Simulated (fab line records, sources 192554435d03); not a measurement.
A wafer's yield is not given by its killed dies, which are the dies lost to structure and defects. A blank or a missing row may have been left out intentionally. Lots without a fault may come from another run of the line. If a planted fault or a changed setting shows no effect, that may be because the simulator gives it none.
Which of the tools did it? ; flow n5-finfet ; 10 lots, 30 wafers sampled, at 7 steps of a route of 1938

WHAT EACH GAUGE READ, for each wafer
N5_BEOL_M1_INSPECT_59: inspects for defects (darkfield). Usual: raw-defect-count 70, standard deviation 24.
lot;measured;on;raw-defect-count;flag
L236;day 7 10:52;defect-inspect-01;74 45 57;
L237;day 7 18:13;defect-inspect-02;80 98 68;
L238;day 8 06:06;defect-inspect-01;68 65 63;
L240;day 8 21:02;defect-inspect-01;104 79 115;
L242;day 8 23:26;defect-inspect-02;101 145 103;
L244;day 9 13:38;defect-inspect-01;75 85 67;
L245;day 9 20:21;defect-inspect-02;53 38 35;
L246;day 10 05:57;defect-inspect-02;100 124 62;
L250;day 11 15:43;defect-inspect-01;1488 1529 1470;OFF
L254;day 12 16:10;defect-inspect-01;1510 1490 1435;OFF

N5_BEOL_M2_INSPECT_13: inspects for defects (brightfield). Usual: raw-defect-count 388, standard deviation 84.
lot;measured;on;raw-defect-count;flag
L236;day 7 12:11;defect-inspect-02;358 456 387;
L237;day 7 23:02;defect-inspect-02;440 501 334;
L238;day 8 07:18;defect-inspect-01;352 381 376;
L240;day 8 23:37;defect-inspect-02;547 321 355;
L242;day 9 01:07;defect-inspect-02;428 639 459;
L244;day 9 15:29;defect-inspect-02;339 386 352;
L245;day 9 23:02;defect-inspect-02;298 337 298;
L246;day 10 07:06;defect-inspect-02;458 428 335;
L250;day 11 17:41;defect-inspect-01;1828 1881 1727;OFF
L254;day 12 19:06;defect-inspect-02;1682 1717 1764;OFF

N5_BEOL_M4_RC_MEAS_101. Usual: DIBL_N 35.8 mV/V, standard deviation 1.4; DIBL_P 35.8 mV/V, standard deviation 1.6; IOFF_N 0.152 nA/um, standard deviation 0.021; IOFF_P 0.204 nA/um, standard deviation 0.027; ION_N 672 uA/um, standard deviation 8.7; ION_P 461 uA/um, standard deviation 6.2; SS_N 71.5 mV/dec, standard deviation 0.54; SS_P 73.1 mV/dec, standard deviation 0.57; VT_N 250.0 mV, standard deviation 2.5; VT_P -250.6 mV, standard deviation 2.7.
lot;measured;on;DIBL_N (mV/V);DIBL_P (mV/V);IOFF_N (nA/um);IOFF_P (nA/um);ION_N (uA/um);ION_P (uA/um);SS_N (mV/dec);SS_P (mV/dec);VT_N (mV);VT_P (mV);flag
L236;day 9 07:11;prober-02;35.7 35.0 35.7;36.7 35.6 37.1;0.159 0.147 0.171;0.223 0.202 0.229;679 667 686;466 464 463;72.1 71.3 71.1;73.0 72.2 72.8;247.3 246.3 245.7;-249.0 -247.8 -248.5;
L237;day 9 15:29;prober-01;36.1 35.1 35.7;38.4 36.2 37.7;0.167 0.140 0.160;0.224 0.187 0.219;683 663 672;465 452 467;71.4 71.5 71.5;73.3 72.1 72.7;250.7 252.5 250.2;-252.5 -252.6 -250.2;
L238;day 9 23:45;prober-02;36.8 34.2 36.4;37.3 34.0 37.8;0.168 0.117 0.171;0.235 0.185 0.241;688 671 680;473 464 470;71.8 70.6 72.0;74.4 73.1 73.7;249.5 252.3 249.9;-250.4 -251.4 -248.4;
L240;day 10 17:40;prober-02;37.8 36.7 36.5;39.7 38.3 38.4;0.184 0.150 0.155;0.225 0.195 0.202;672 670 665;456 455 455;71.7 72.2 72.2;73.4 73.2 73.6;248.0 251.5 248.2;-251.6 -253.9 -252.6;
L242;day 10 20:37;prober-01;35.6 34.4 34.8;36.9 34.9 35.8;0.159 0.133 0.145;0.212 0.189 0.194;676 665 669;462 458 453;71.4 71.6 71.4;73.7 73.2 73.6;249.7 252.8 250.5;-249.1 -250.6 -251.1;
L244;day 11 01:29;prober-01;36.2 35.8 35.5;36.1 35.8 34.8;0.148 0.143 0.141;0.185 0.178 0.175;660 672 667;450 460 459;71.7 71.3 71.3;73.4 73.4 73.7;250.4 250.5 252.3;-254.4 -254.1 -250.3;
L245;day 11 19:25;prober-01;35.2 34.9 36.1;34.8 34.8 36.5;0.136 0.136 0.156;0.169 0.170 0.200;667 675 668;458 459 453;72.1 71.7 72.7;72.7 72.9 73.1;252.3 252.2 248.5;-253.7 -257.1 -253.7;
L246;day 12 02:23;prober-02;34.7 36.9 35.3;35.6 38.5 36.8;0.136 0.163 0.153;0.187 0.233 0.212;669 663 670;458 461 464;71.7 71.9 71.3;72.2 73.4 73.0;250.8 249.7 247.0;-250.8 -249.8 -251.7;
L250;day 13 03:52;prober-01;36.2 37.8 36.0;35.7 38.1 35.0;0.165 0.204 0.163;0.241 0.281 0.226;672 679 673;468 466 461;71.8 72.0 72.0;73.2 73.2 73.2;247.8 245.2 249.5;-249.2 -245.0 -249.3;
L254;day 14 04:25;prober-02;36.5 36.4 36.7;34.4 34.3 34.6;0.165 0.173 0.174;0.203 0.205 0.209;681 680 670;463 457 466;71.1 71.3 71.8;74.1 72.7 73.6;247.6 247.0 247.0;-251.2 -249.2 -248.4;

EACH LOT AND THE TOOL THAT RAN IT (in order: tool; ch and the chambers of the sampled wafers; start)
lot;N5_BEOL_M1_SPUTTER_90;N5_BEOL_M1_SPUTTER_92;N5_BEOL_M1_ANNEAL_93;N5_BEOL_M1_PRE_CLEAN_60
L236;pvd-sputter-01, day 7 09:08;pvd-sputter-01, day 7 09:21;pvd-sputter-01, day 7 09:26;cvd-co-02 ch 0,1,2, day 7 10:37
L237;pvd-sputter-01, day 7 16:28;pvd-sputter-01, day 7 16:41;pvd-sputter-01, day 7 16:46;cvd-co-02 ch 0,1, day 7 17:58
L238;pvd-sputter-03, day 8 04:22;pvd-sputter-03, day 8 04:35;pvd-sputter-03, day 8 04:40;cvd-co-01 ch 1,2, day 8 05:51
L240;pvd-sputter-02, day 8 19:05;pvd-sputter-02, day 8 19:18;pvd-sputter-02, day 8 19:23;cvd-co-02 ch 2, day 8 20:43
L242;pvd-sputter-01, day 8 21:41;pvd-sputter-01, day 8 21:54;pvd-sputter-01, day 8 21:59;cvd-co-01 ch 0,1,2, day 8 23:11
L244;pvd-sputter-03, day 9 11:53;pvd-sputter-03, day 9 12:06;pvd-sputter-03, day 9 12:11;cvd-co-01 ch 0,1, day 9 13:22
L245;pvd-sputter-03, day 9 18:35;pvd-sputter-03, day 9 18:48;pvd-sputter-03, day 9 18:53;cvd-co-02 ch 0,2, day 9 20:04
L246;pvd-sputter-03, day 10 04:13;pvd-sputter-03, day 10 04:26;pvd-sputter-03, day 10 04:31;cvd-co-01 ch 0,2, day 10 05:42
L250;pvd-sputter-03, day 11 13:58;pvd-sputter-03, day 11 14:11;pvd-sputter-03, day 11 14:16;cvd-co-01 ch 0,1,2, day 11 15:28
L254;pvd-sputter-03, day 12 14:25;pvd-sputter-03, day 12 14:38;pvd-sputter-03, day 12 14:43;cvd-co-01 ch 0,2, day 12 15:55
- N5_BEOL_M1_SPUTTER_90: material Cu, target thk 4.5 nm, time 8.29 s.
- N5_BEOL_M1_SPUTTER_92: material Cu, target thk 4.5 nm, time 8.29 s.
- N5_BEOL_M1_ANNEAL_93: time 240 s.
- N5_BEOL_M1_PRE_CLEAN_60: time 15 s.

AS READ BY THE TOOLS THEMSELVES (means over the sampled wafers that have a number; for cases with no such wafer, the mark the record gives instead)
N5_BEOL_M1_SPUTTER_90. Usual: throttle-valve-pct 30.2 %, standard deviation 1.2.
lot;tool;throttle-valve-pct (%);flag
L236;pvd-sputter-01;29.4;
L237;pvd-sputter-01;30.4;
L238;pvd-sputter-03;30.4;
L240;pvd-sputter-02;30.8;
L242;pvd-sputter-01;30.9;
L244;pvd-sputter-03;30.5;
L245;pvd-sputter-03;28.7;
L246;pvd-sputter-03;30.8;
L250;pvd-sputter-03;29.3;
L254;pvd-sputter-03;29.8;

N5_BEOL_M1_SPUTTER_92. Usual: throttle-valve-pct 30.2 %, standard deviation 1.2.
lot;tool;throttle-valve-pct (%);flag
L236;pvd-sputter-01;29.3;
L237;pvd-sputter-01;30.3;
L238;pvd-sputter-03;30.2;
L240;pvd-sputter-02;30.6;
L242;pvd-sputter-01;31.1;
L244;pvd-sputter-03;30.6;
L245;pvd-sputter-03;28.7;
L246;pvd-sputter-03;30.7;
L250;pvd-sputter-03;29.4;
L254;pvd-sputter-03;29.6;

N5_BEOL_M1_ANNEAL_93. Usual: heater-power-w 820 W, standard deviation 74.
lot;tool;heater-power-w (W);flag
L236;pvd-sputter-01;826;
L237;pvd-sputter-01;738;
L238;pvd-sputter-03;821;
L240;pvd-sputter-02;847;
L242;pvd-sputter-01;773;
L244;pvd-sputter-03;845;
L245;pvd-sputter-03;780;
L246;pvd-sputter-03;889;
L250;pvd-sputter-03;821;
L254;pvd-sputter-03;805;

N5_BEOL_M1_PRE_CLEAN_60. Usual: heater-power-w 78 W, standard deviation 17.
lot;tool;heater-power-w (W);flag
L236;cvd-co-02;88;
L237;cvd-co-02;94;
L238;cvd-co-01;58;
L240;cvd-co-02;78;
L242;cvd-co-01;68;
L244;cvd-co-01;60;
L245;cvd-co-02;80;
L246;cvd-co-01;83;
L250;cvd-co-01;68;
L254;cvd-co-01;84;

THE ANSWER, worked out from the rows above alone
Rule: a lot is off if the mean of its wafers that have a number lies more than 3 standard deviations from the usual mean. Also off: a lot with no number at a reading for which 4 or more lots have one. All remaining lots with rows at the step are treated as sound. Order of review: gauges by route order, followed by the tools' own readings, for which a lot's mean as printed above is used. The first step at which some lot is off is used, and at that step the reading that is off furthest; a lot without a number counts as furthest.
Off, at N5_BEOL_M1_INSPECT_59 on raw-defect-count: L250, L254.
A tool fits if, at a process step before that reading, it ran every lot that is off, and no sound lot after the first of them. Gauges at N5_BEOL_M1_INSPECT_59: tried the same way as those tools. Can't be told from this: 3 tools fit, pvd-sputter-03 at N5_BEOL_M1_SPUTTER_90 and N5_BEOL_M1_SPUTTER_92 and N5_BEOL_M1_ANNEAL_93, cvd-co-01 at N5_BEOL_M1_PRE_CLEAN_60, defect-inspect-01 at N5_BEOL_M1_INSPECT_59.

WHAT WAS PUT IN BY THE SIMULATOR
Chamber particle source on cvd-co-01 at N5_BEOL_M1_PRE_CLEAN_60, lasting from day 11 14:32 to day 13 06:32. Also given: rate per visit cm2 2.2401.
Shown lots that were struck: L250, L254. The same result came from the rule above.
